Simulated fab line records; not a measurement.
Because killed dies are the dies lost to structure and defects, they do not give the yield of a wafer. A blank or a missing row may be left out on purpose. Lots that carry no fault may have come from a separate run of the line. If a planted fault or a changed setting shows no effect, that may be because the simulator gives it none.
Chamber matching -- flow n5_finfet -- N5_BEOL_M10_CURE_72 on uv_cure-02: 3 sister chambers
The step cures SiCOH lowk, time 120 s. 18 wafers are shown with their chamber, then 9 later ones without.

== WAFERS WITH THEIR CHAMBER ==
wafer,chamber,wafer_temp_C_max,lamp_power_pct (%)
L075.1,0,370.6,52.36
L075.4,0,370.5,52.27
L075.6,0,371.1,52.33
L085.2,1,373.0,52.37
L085.3,1,371.9,52.31
L085.5,1,372.0,52.34
L087.1,1,372.2,52.27
L087.3,1,373.3,52.33
L087.6,1,372.7,52.33
L086.1,1,372.2,52.32
L086.3,1,373.6,52.25
L086.5,1,372.7,52.28
L091.3,1,372.3,52.35
L091.5,1,371.8,52.40
L091.6,1,372.0,52.30
L093.2,2,371.3,52.24
L093.3,2,371.0,52.35
L093.5,2,370.9,52.38

SIGNATURES, as means of the wafers listed above
reading,chamber 0,chamber 1,chamber 2,scatter within a chamber
wafer_temp_C_max,370.733,372.475,371.067,0.519
lamp_power_pct,52.3200,52.3208,52.3233,0.0483
Rule: for each reading, subtract the chamber's mean from the wafer's reading, divide by that reading's scatter and square the result; add these up over the readings and take the root, which gives the wafer's distance from the chamber. The wafer belongs to the nearest chamber; if the next one is less than 2 further off, it can't be placed. The scatter is the square root of a quotient: the sum, over the shown wafers, of each reading's squared deviation from its chamber's mean, divided by wafers minus chambers.

== WAFERS MISSING THEIR CHAMBER ==
wafer,wafer_temp_C_max,lamp_power_pct (%)
L092.2,371.2,52.35
L092.3,370.9,52.23
L092.6,370.5,52.24
L095.1,371.0,52.32
L095.4,371.1,52.34
L095.5,371.1,52.25
L096.1,371.2,52.30
L096.2,371.4,52.33
L096.5,371.3,52.37

== WHICH CHAMBER EACH WENT THROUGH ==
wafer,from the rows above,in truth
L092.2,can't be placed: 2 or 0 or 1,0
L092.3,can't be placed: 0 or 2 or 1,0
L092.6,can't be placed: 0 or 2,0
L095.1,can't be placed: 2 or 0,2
L095.4,can't be placed: 2 or 0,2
L095.5,can't be placed: 2 or 0 or 1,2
L096.1,can't be placed: 2 or 0 or 1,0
L096.2,can't be placed: 2 or 0 or 1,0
L096.5,can't be placed: 2 or 0 or 1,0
0 of 9 placed correctly. Cannot be placed on the basis of these rows: 9; the candidates contain the true chamber in 9. 0 placed wrongly.
